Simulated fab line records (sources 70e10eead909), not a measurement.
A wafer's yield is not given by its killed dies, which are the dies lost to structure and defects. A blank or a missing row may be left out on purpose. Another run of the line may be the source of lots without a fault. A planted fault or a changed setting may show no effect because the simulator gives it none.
fab line records    flow nandHarc
record lots=12  wafers=36  lastDay=25
route steps=1159 shown P_BONDPAD@368 A_ONON_D1@436 A_CHANNEL_HOLE_D1@464 END@1159
lots that met no fault: from a run of the same line without faults
startH: hours from the record's first day to the start of the lot's first wafer shown    waitH: hours since the lot's step before    " as in the row above    L1.1+2: a row that stands for several wafers    - value missing, or start not given    * or withheld: withheld    < > ~ a bound
route shown NAME@n: names a module that has steps shown in the file, with the first one's number in the route    usual: mean and standard deviation over wafers with no fault    same: alike in all rows    chamber/n: place in a boat    sites: the reading at each site    _std_site: how widely they spread, as a standard deviation    _edge_site: mean of outer sites minus mean of inner sites    radiusMm: for every site, how far away it sits from the centre of the wafer    mask NAME#n: copy n    behind: the tool/chamber that last shaped the wafer    hold: why the lot went on hold/how many hours it stayed there/how the hold came to an end    device: whichever transistor did not switch (one of n, p or np)    end of line: the route-end tests of the same wafers    a step without rows: its recipe alone    killed: dies that structure and defects cost at the first sort, which is not the same as the wafer's yield    map: shows each die of a wafer: x if killed, . if not, _ if none is there
set.NAME: the setting the step ran with; set.NAME@STEP: the setting that earlier step ran with    model.NAME: the simulator's own value behind a step, which no gauge read
steps of the route over a sample of lots; a table a step, a row a wafer
services: when a tool's chamber went out of use (startH, in hours from the record's first day, below 0 if earlier), for how many hours, and the reason
## steps
# step NHARC_P_BONDPAD_ETCH_37
# recipe targetDepthA=600  overetchA=180  timeS=65.91  ionEnergyEv=200  n2FlowSccm=150  h2FlowSccm=150  arFlowSccm=0  rfW=400  biasW=150  chemistry=N2/H2
# usual drypumpMotorCurrentA=5.9/0.45  oesProductAu=1.000/0.01  rfVppV=430.7/1.9  showerheadPlenumPTorr=2.05/0.068  throttleValvePct=14.170/0.0096
# same timeS=65.91
lot.wafer  tool        chamber  startH  waitH  drypumpMotorCurrentA  oesProductAu  rfHoursCounterH  rfVppV  showerheadPlenumPTorr  throttleValvePct
L445.3     rieDiel-05  1        139.28  0.1    5.3                   1.002         45               426.7   1.95                   14.175
L445.1     "           3        "       "      5.7                   1.007         47               428.8   1.98                   14.196
L445.4     "           0        "       "      5.9                   0.993         45               429.1   2.01                   14.161
L446.2     rieDiel-06  3        143.29  0.1    6.1                   1.028         30               431.0   2.10                   14.176
L446.5     "           0        "       "      6.2                   1.008         -                432.6   2.10                   14.175
L446.6     "           1        "       "      5.7                   0.991         -                430.7   2.05                   14.180
L450.3     rieDiel-12  2        157.69  0.1    6.2                   0.985         12               435.2   2.15                   14.167
L450.1     "           3        "       "      6.0                   0.999         10               431.0   2.07                   14.159
L450.5     "           1        "       "      5.1                   1.005         -                429.2   2.00                   14.169
L452.1     rieDiel-12  1        164.62  0.1    5.2                   1.005         13               428.9   2.00                   14.172
L452.4     "           3        "       "      5.9                   0.993         12               430.6   2.07                   14.158
L452.2     "           0        "       "      6.3                   1.001         13               429.5   1.97                   14.178
L451.4     rieDiel-06  3        164.83  0.1    6.2                   1.010         38               432.6   2.10                   14.175
L451.6     "           3        "       "      6.1                   1.018         -                432.4   2.10                   14.179
L451.5     "           0        "       "      6.2                   0.999         -                433.5   2.10                   14.175
L454.4     rieDiel-12  3        185.58  0.1    6.0                   1.002         14               431.5   2.07                   14.187
L454.1     "           0        "       "      6.3                   0.990         15               428.3   1.97                   14.165
L454.5     "           1        "       "      5.2                   1.009         -                429.5   2.00                   14.152
L453.2     rieDiel-12  0        186.11  0.1    6.3                   0.999         15               428.3   1.97                   14.175
L453.6     "           3        "       "      6.0                   1.000         -                429.2   2.07                   14.168
L453.5     "           0        "       "      6.3                   0.995         -                429.4   1.97                   14.167
L456.3     rieDiel-12  2        188.07  0.1    6.1                   0.993         16               434.2   2.15                   14.174
L456.2     "           3        "       "      6.0                   1.010         14               431.8   2.07                   14.162
L456.6     "           3        "       "      6.0                   1.018         -                431.6   2.07                   14.177
L455.3     rieDiel-12  0        189.40  0.1    6.4                   0.986         15               427.4   1.97                   14.188
L455.1     "           2        "       "      6.2                   0.994         16               432.7   2.15                   14.176
L455.6     "           0        "       "      6.4                   0.994         -                428.4   1.97                   14.175
L457.2     rieDiel-06  3        206.33  0.1    6.1                   1.014         55               432.1   2.09                   14.172
L457.3     "           0        "       "      6.2                   0.991         48               431.8   2.09                   14.165
L457.4     "           1        "       "      5.8                   1.004         49               430.4   2.04                   14.160
L467.4     rieDiel-06  2        260.18  0.2    5.4                   0.989         5                431.2   1.98                   14.172
L467.5     "           0        "       "      6.2                   0.991         -                431.3   2.09                   14.161
L467.6     "           1        "       "      5.7                   0.985         -                430.1   2.03                   14.188
L468.2     rieDiel-12  2        277.48  0.1    6.2                   1.001         7                433.2   2.15                   14.168
L468.5     "           1        "       "      5.2                   1.004         -                429.7   2.00                   14.173
L468.6     "           2        "       "      6.2                   0.997         -                433.8   2.15                   14.173
# step NHARC_P_BONDPAD_ETCH_24
# recipe targetDepthA=300  overEtchFrac=0.3  timeS=72.99  ionEnergyEv=150  cf4FlowSccm=50  n2FlowSccm=100  arFlowSccm=150  rfW=300  biasW=100  chemistry=CF4/N2
# usual drypumpMotorCurrentA=5.9/0.44  oesProductAu=0.996/0.0093  rfVppV=314.0/1.5  showerheadPlenumPTorr=2.62/0.082  throttleValvePct=19.795/0.0085
# same overEtchFrac=0.3  timeS=72.99
lot.wafer  tool        chamber  startH  waitH  drypumpMotorCurrentA  oesProductAu  rfHoursCounterH  rfVppV  showerheadPlenumPTorr  throttleValvePct
L445.3     rieDiel-12  0        -       -      6.3                   1.001         10               312.9   2.54                   19.801
L445.1     "           1        "       "      5.2                   1.008         10               313.4   2.58                   19.789
L445.4     "           2        "       "      6.2                   0.984         10               315.7   2.76                   19.802
L446.2     rieDiel-12  0        -       -      6.3                   1.001         10               312.7   2.54                   19.791
L446.6     "           3        "       "      6.0                   0.989         -                314.4   2.67                   19.811
L446.5     "           0        "       "      6.3                   0.995         -                311.4   2.54                   19.795
L450.1     rieDiel-05  1        -       -      5.3                   1.005         48               312.3   2.52                   19.785
L450.3     "           3        "       "      5.7                   1.006         51               311.9   2.55                   19.779
L450.5     "           2        "       "      6.7                   1.005         -                316.9   2.75                   19.784
L452.4     rieDiel-12  0        -       -      6.3                   0.996         13               313.6   2.54                   19.802
L452.1     "           1        "       "      5.1                   1.005         13               314.2   2.58                   19.781
L452.2     "           3        "       "      6.0                   0.996         12               316.0   2.67                   19.803
L451.4     rieDiel-12  0        -       -      6.3                   1.002         13               312.8   2.54                   19.789
L451.6     "           3        "       "      6.0                   1.006         -                315.3   2.67                   19.796
L451.5     "           0        "       "      6.3                   1.000         -                311.8   2.54                   19.800
L454.4     rieDiel-12  2        -       -      6.2                   0.985         16               315.2   2.76                   19.798
L454.1     "           3        "       "      6.0                   0.991         14               314.5   2.66                   19.816
L454.5     "           1        "       "      5.2                   1.010         -                312.8   2.58                   19.783
L453.2     rieDiel-12  0        -       -      6.3                   0.995         15               313.5   2.54                   19.793
L453.6     "           2        "       "      6.2                   0.995         -                316.4   2.76                   19.811
L453.5     "           3        "       "      6.0                   0.998         -                314.8   2.67                   19.821
L456.2     rieDiel-12  0        -       -      6.3                   0.998         15               312.4   2.54                   19.809
L456.3     "           1        "       "      5.1                   1.008         15               313.4   2.58                   19.787
L456.6     "           2        "       "      6.2                   0.988         -                316.0   2.76                   19.786
L455.3     rieDiel-06  2        -       -      5.4                   0.981         44               313.5   2.57                   19.788
L455.1     "           3        "       "      6.1                   1.005         49               314.8   2.69                   19.793
L455.6     "           2        "       "      5.4                   0.986         -                313.8   2.57                   19.800
L457.3     rieDiel-06  1        -       -      5.7                   0.998         49               312.2   2.62                   19.803
L457.4     "           3        "       "      6.1                   1.003         55               316.2   2.69                   19.807
L457.2     "           0        "       "      6.2                   0.997         48               313.9   2.69                   19.787
L467.4     rieDiel-12  2        -       -      6.2                   0.999         5                315.7   2.75                   19.798
L467.5     "           2        "       "      6.2                   0.996         -                315.6   2.75                   19.802
L467.6     "           3        "       "      6.0                   0.986         -                315.6   2.66                   19.785
L468.2     rieDiel-12  1        -       -      5.2                   0.988         7                313.7   2.58                   19.808
L468.5     "           0        "       "      6.3                   0.986         -                312.1   2.54                   19.808
L468.6     "           1        "       "      5.1                   1.002         -                312.3   2.58                   19.784
# step NHARC_A_ONON_D1_DEP_16
# recipe targetThkA=10000  n2FlowSccm=2750  n2oFlowSccm=2000  nh3FlowSccm=500  sih4FlowSccm=210  tempC=400
lot.wafer   tool          chamber  startH  waitH
L445.1+3+4  pecvdOnon-04  0        180.43  0.1
L446.2+5+6  pecvdOnon-03  0        180.82  0.4
L450.1+3+5  pecvdOnon-02  0        192.63  0.1
L452.1+2+4  pecvdOnon-02  0        199.98  0.1
L451.4+5+6  pecvdOnon-03  0        200.15  0.2
L453.2+5+6  pecvdOnon-03  0        221.19  0.1
L456.2+3+6  pecvdOnon-02  0        221.19  0.1
L454.1+4+5  pecvdOnon-03  0        221.48  0.4
L455.1+3+6  pecvdOnon-02  0        224.76  0.1
L457.2+3+4  pecvdOnon-02  0        245.83  0.1
L467.4+5+6  pecvdOnon-03  0        297.79  0.2
L468.2+5+6  pecvdOnon-04  0        315.46  0.1
# step NHARC_A_ONON_D1_THK_MEAS_18
# recipe thkMeasGauge=ellipsometry
# usual thkNm=1001/8.7
lot.wafer  tool          chamber  startH  waitH  thkNm
L445.1     filmMetro-02  -        180.94  -      1003
L445.3     "             -        "       "      1001
L445.4     "             -        "       "      1001
L446.2     filmMetro-01  -        181.26  -      997
L446.5     "             -        "       "      997
L446.6     "             -        "       "      997
L450.1     filmMetro-02  -        193.15  -      1003
L450.3     "             -        "       "      1002
L450.5     "             -        "       "      1003
L451.4     filmMetro-02  -        200.49  -      993
L451.5     "             -        "       "      992
L451.6     "             -        "       "      992
L452.1     filmMetro-01  -        200.49  -      1004
L452.2     "             -        "       "      1002
L452.4     "             -        "       "      1002
L453.2     filmMetro-02  -        221.64  -      995
L453.5     "             -        "       "      995
L453.6     "             -        "       "      996
L456.2     filmMetro-01  -        221.65  -      999
L456.3     "             -        "       "      998
L456.6     "             -        "       "      996
L454.1     filmMetro-01  -        221.99  -      1017
L454.4     "             -        "       "      1018
L454.5     "             -        "       "      1019
L455.1     filmMetro-02  -        225.27  -      990
L455.3     "             -        "       "      991
L455.6     "             -        "       "      990
L457.2     filmMetro-01  -        246.28  -      647
L457.3     "             -        "       "      1002
L457.4     "             -        "       "      646
L467.4     filmMetro-02  -        298.13  -      1005
L467.5     "             -        "       "      1004
L467.6     "             -        "       "      1004
L468.2     filmMetro-02  -        315.92  -      1009
L468.5     "             -        "       "      1006
L468.6     "             -        "       "      1008
# step NHARC_A_CHANNEL_HOLE_D1_INSPECT_12
# usual rawDefectCount=5.5/2.9
lot.wafer  tool              chamber  startH  waitH  rawDefectCount
L445.1     defectInspect-02  -        188.40  0.0    4
L445.3     "                 -        "       "      6
L445.4     "                 -        "       "      3
L446.2     defectInspect-02  -        189.75  0.0    5
L446.5     "                 -        "       "      4
L446.6     "                 -        "       "      4
L450.1     defectInspect-02  -        199.77  0.0    6
L450.3     "                 -        "       "      3
L450.5     "                 -        "       "      8
L451.4     defectInspect-02  -        206.20  0.0    3
L451.5     "                 -        "       "      6
L451.6     "                 -        "       "      8
L452.1     defectInspect-01  -        206.44  0.0    5
L452.2     "                 -        "       "      2
L452.4     "                 -        "       "      7
L453.2     defectInspect-02  -        229.01  0.0    3
L453.5     "                 -        "       "      7
L453.6     "                 -        "       "      7
L456.2     defectInspect-01  -        229.17  0.0    5
L456.3     "                 -        "       "      4
L456.6     "                 -        "       "      0
L454.1     defectInspect-02  -        231.07  0.0    4
L454.4     "                 -        "       "      7
L454.5     "                 -        "       "      13
L455.1     defectInspect-02  -        234.54  0.0    4
L455.3     "                 -        "       "      4
L455.6     "                 -        "       "      2
L457.3     defectInspect-01  -        252.09  0.0    4
L467.4     defectInspect-01  -        303.65  0.0    5
L467.5     "                 -        "       "      10
L467.6     "                 -        "       "      7
L468.2     defectInspect-01  -        323.45  0.0    2
L468.5     "                 -        "       "      1
L468.6     "                 -        "       "      1
# step NHARC_END_SORT_01
# recipe tempC=25
# usual killedAtArray=29/11  killedAtOther=0.5/0.8  killedAtPeriphery=3.5/2.8  killedDies=33/12  killedOpen=3.1/1.8  killedShort=1.8/1.4
# same grossDies=677
lot.wafer  tool       chamber  startH  waitH  killedAtArray  killedAtOther  killedAtPeriphery  killedDies  killedOpen  killedShort
L457.2     prober-02  0        513.15  2.8    672            1              4                  677         6           3
L457.3     prober-02  0        513.95  3.1    33             0              0                  33          3           2
L457.4     prober-02  0        514.75  3.4    676            0              1                  677         3           2
# killed by level:class
L457.2 A_ONON_D1:areaDep=647 A_SLIT:chamberFilmFlake=16 P_GATE:geometricParticle:short=2 A_CHANNEL_HOLE_D1:chamberFilmFlake=2 P_M0:geometricParticle:open=1 A_ONON_D1:geometricParticle:open=1 A_CHANNEL_FILL_D1:geometricParticle:open=1 A_CONTACT:geometricParticle:short=1
L457.3 A_SLIT:chamberFilmFlake=16 A_CHANNEL_HOLE_D1:chamberFilmFlake=6 A_CONTACT:chamberFilmFlake=3 A_STAIRCASE:chamberFilmFlake=2 A_CHANNEL_HOLE_D1:geometricParticle:short=1 A_CHANNEL_HOLE_D1:geometricParticle:open=1 A_CHANNEL_FILL_D1:geometricParticle:short=1 A_CONTACT:geometricParticle:open=1
L457.4 A_ONON_D1:areaDep=641 A_SLIT:chamberFilmFlake=18 A_CHANNEL_HOLE_D1:chamberFilmFlake=6 A_STAIRCASE:chamberFilmFlake=2 A_CONTACT:chamberFilmFlake=2 A_CHANNEL_HOLE_D1:geometricParticle:short=1 A_WL_FILL:geometricParticle:open=1 A_CONTACT:geometricParticle:short=1
## services
tool          chamber  startH  hours  kind
rieDiel-06    1        127.19  12.3   repair
rieDiel-05    -        128.15  0.9    repair
rieDiel-12    0        132.66  -      clean
rieDiel-12    1        132.66  -      clean
rieDiel-12    2        132.66  -      clean
rieDiel-12    3        132.66  -      clean
pecvdOnon-03  -        153.00  13.0   pm
rieDiel-12    0        157.16  -      clean
rieDiel-12    1        157.16  -      clean
rieDiel-12    2        157.16  -      clean
rieDiel-05    -        164.57  9.0    pm
rieDiel-06    2        165.12  11.5   repair
rieDiel-12    -        202.40  9.0    pm
pecvdOnon-04  -        220.87  1.0    repair
rieDiel-05    2        232.68  11.8   repair
pecvdOnon-04  -        237.00  13.0   pm
rieDiel-05    3        238.63  4.1    repair
rieDiel-05    1        240.59  11.9   repair
rieDiel-06    -        241.24  9.0    pm
rieDiel-12    0        241.27  6.4    repair
rieDiel-12    -        264.57  0.6    repair
rieDiel-05    0        278.79  4.6    repair
pecvdOnon-02  -        289.71  1.1    repair
pecvdOnon-02  -        292.21  13.0   pm
## key
firstSign step=NHARC_A_ONON_D1_THK_MEAS_18  reading=thkNm  direction=down  sigmas=41  usual=1001  struck=647
effect step=NHARC_END_SORT_01  reading=killedAtArray  direction=up  sigmas=57  usual=29  struck=674
moreKillsBornAt NHARC_A_ONON_D1_DEP_16@pecvdOnon-02=1288
metAt NHARC_A_ONON_D1_DEP_16
struckLots L457
struckWafers L457.2,L457.4
laterRowsLeftOut L457.2,L457.4
testerLeftOut L457
notActingAt NHARC_P_BONDPAD_ETCH_37,NHARC_P_BONDPAD_ETCH_24,NHARC_A_CHANNEL_HOLE_D1_INSPECT_12
onsetBetween 224.76 245.83
fault kind=processParameterDrift  tool=pecvdOnon-02  chamber=-  onsetH=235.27  steps=NHARC_A_ONON_D1_DEP_16  channel=targetThkA  offset=*  shape=step  endH=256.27  scope=struckWafersOnly  actsIn=*  stated=*
# testerLeftOut: of these lots the tester's yield and bins aren't shown, on N5 and GAA mostly nor the transistor test; their killed dies are dies lost to structure and defects alone, not to doping, threshold or leakage, so they don't give the yield
# laterRowsLeftOut: the simulator's readings of these wafers behind a module that went badly wrong aren't trusted and aren't shown, but for the sort
